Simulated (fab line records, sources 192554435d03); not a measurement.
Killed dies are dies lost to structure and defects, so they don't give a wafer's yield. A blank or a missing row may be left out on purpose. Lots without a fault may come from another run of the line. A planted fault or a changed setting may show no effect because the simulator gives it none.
Chamber matching | flow n5_finfet | N5_BEOL_M0_CUTY_ETCH_63 on rie_diel-05: 4 sister chambers
The step etches SOC in N2/H2, target depth 82.7 nm, overetch 16.5 nm, time 124 s. 4 wafers are shown with their chamber, then 7 later ones without.

WAFERS WITH THEIR CHAMBER
wafer  | chamber | showerhead_plenum_p_Torr (Torr)
L081.6 | 3       | 2.63
L083.6 | 0       | 2.59
L089.4 | 1       | 2.46
L089.5 | 2       | 2.47

WAFERS WITHOUT THEIR CHAMBER
wafer  | showerhead_plenum_p_Torr (Torr)
L089.6 | 2.58
L093.1 | 2.46
L093.4 | 2.47
L093.6 | 2.46
L096.3 | 2.57
L096.4 | 2.62
L096.6 | 2.46

WHICH CHAMBER EACH WENT THROUGH
wafer  | from the rows above     | in truth
L089.6 | 0                       | 0
L093.1 | can't be placed: 1 or 2 | 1
L093.4 | can't be placed: 2 or 1 | 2
L093.6 | can't be placed: 1 or 2 | 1
L096.3 | 0                       | 0
L096.4 | 3                       | 3
L096.6 | can't be placed: 1 or 2 | 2
Placed correctly: 3 of 7. Can't be placed from these rows: 4 (the true chamber is among the candidates in 4). Placed wrongly: 0.
How it was worked out, from the rows above alone: a wafer's distance from a chamber is the root of the sum, over the readings, of the square of ((its reading less the chamber's mean) divided by the reading's scatter). The wafer belongs to the nearest chamber; if the next one is less than 2 further off, it can't be placed. A chamber's mean is the mean of its shown wafers. The scatter: with one shown wafer a chamber, the root of the mean of the squares of how far each hidden wafer lies from its nearest shown one.
